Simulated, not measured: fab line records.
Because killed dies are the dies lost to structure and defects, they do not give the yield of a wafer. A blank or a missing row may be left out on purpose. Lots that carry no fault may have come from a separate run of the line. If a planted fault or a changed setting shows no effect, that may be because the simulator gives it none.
One fault seen from 2 desks + flow n5-finfet + every desk sees just its own numbers, and what lay behind them comes last

## AT THE TOOL OWNER'S DESK: ald-sin-04
The tool's own readings at N5_SPACER0_ALD_08 (deposits SiNx, target thk 2 nm): means of the sampled wafers that have a number, for each lot that ran on this tool. The brackets show how far a lot's mean lies from the usual mean; more than 4 standard deviations puts the lot out of limits, marked OUT.
Columns: A = chamber-pressure-Torr at N5_SPACER0_ALD_08, usual 2.000 Torr; B = heater-power-w at N5_SPACER0_ALD_08, usual 857 W
| lot  | first seen here | A     | B   |
|------|-----------------|-------|-----|
| L337 | day 3 09:26     | 1.999 | 836 |
| L340 | day 4 03:04     | 1.999 | 923 |
| L342 | day 4 12:46     | 2.003 | 839 |
| L344 | day 5 00:07     | 2.003 | 846 |
| L346 | day 5 11:17     | 2.001 | 861 |
| L359 | day 8 23:59     | 2.000 | 854 |
This desk's verdict: no lot among the 6 shows anything out of limits.

## THE METROLOGY DESK
Means of the sampled wafers that have a number, per lot and without regard to the tool the lot ran on: this is what the gauges read. The brackets show how far a lot's mean lies from the usual mean; more than 4 standard deviations puts the lot out of limits, marked OUT. Of its 19 readings 7 are shown: the one that was out of limits first, and those that lie furthest out on some lot.
Columns: A = DIBL_N at N5_BEOL_M4_RC_MEAS_101, usual 35.7 mV/V; B = IOFF_P at N5_BEOL_M4_RC_MEAS_101, usual 0.20 nA/um; C = IOFF_P_85C at N5_BEOL_M4_RC_MEAS_101, usual 3.5 nA/um; D = IOFF_P_LIN at N5_BEOL_M4_RC_MEAS_101, usual 0.096 nA/um; E = REXT_N at N5_BEOL_M4_RC_MEAS_101, usual 75.2 ohm.um; F = REXT_P at N5_BEOL_M4_RC_MEAS_101, usual 100.8 ohm.um; G = VT_P at N5_BEOL_M4_RC_MEAS_101, usual -251 mV
| lot  | first seen here | A    | B    | C   | D     | E               | F     | G    |
|------|-----------------|------|------|-----|-------|-----------------|-------|------|
| L336 | day 8 07:49     | 36.4 | 0.21 | 3.6 | 0.096 | 76.3            | 98.2  | -251 |
| L337 | day 8 17:14     | 37.1 | 0.23 | 4.0 | 0.108 | 73.9            | 103.1 | -248 |
| L338 | day 9 02:05     | 34.6 | 0.21 | 3.7 | 0.104 | 75.0            | 101.0 | -249 |
| L339 | day 9 03:08     | 35.4 | 0.20 | 3.5 | 0.096 | 74.8            | 102.1 | -251 |
| L340 | day 9 06:51     | 36.2 | 0.20 | 3.5 | 0.092 | 76.0            | 95.3  | -252 |
| L342 | day 10 00:30    | 36.3 | 0.23 | 4.0 | 0.111 | 74.8            | 101.0 | -248 |
| L344 | day 10 08:52    | 39.8 | 0.30 | 4.9 | 0.132 | 69.7 (-4.2) OUT | 96.1  | -242 |
| L346 | day 10 16:15    | 37.9 | 0.23 | 3.8 | 0.103 | 71.9            | 94.7  | -251 |
| L356 | day 13 17:19    | 35.0 | 0.19 | 3.3 | 0.092 | 73.0            | 100.2 | -254 |
| L359 | day 14 08:01    | 36.5 | 0.21 | 3.8 | 0.100 | 75.2            | 103.2 | -251 |
This desk reports L344 out of limits; the earliest was L344 at day 10 09:34 (REXT_N at N5_BEOL_M4_RC_MEAS_101). Within limits: L336, L337, L338, L339, L340, L342, L346, L356, L359.

## TAKEN TOGETHER
L344 would have let the metrology desk raise an alarm at day 10 09:34.
The tool owner's desk saw nothing out of limits.
On record at the tool owner's desk: L344, within its limits.
Every lot named ran N5_SPACER0_ALD_08 on ald-sin-04.

## WHAT THE SIMULATOR PUT IN
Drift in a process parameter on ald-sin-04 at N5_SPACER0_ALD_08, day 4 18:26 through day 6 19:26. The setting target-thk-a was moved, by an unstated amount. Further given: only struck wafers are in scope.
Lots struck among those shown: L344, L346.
Delay in hours, fault start to first out-of-limits reading, per desk: metrology desk 135.
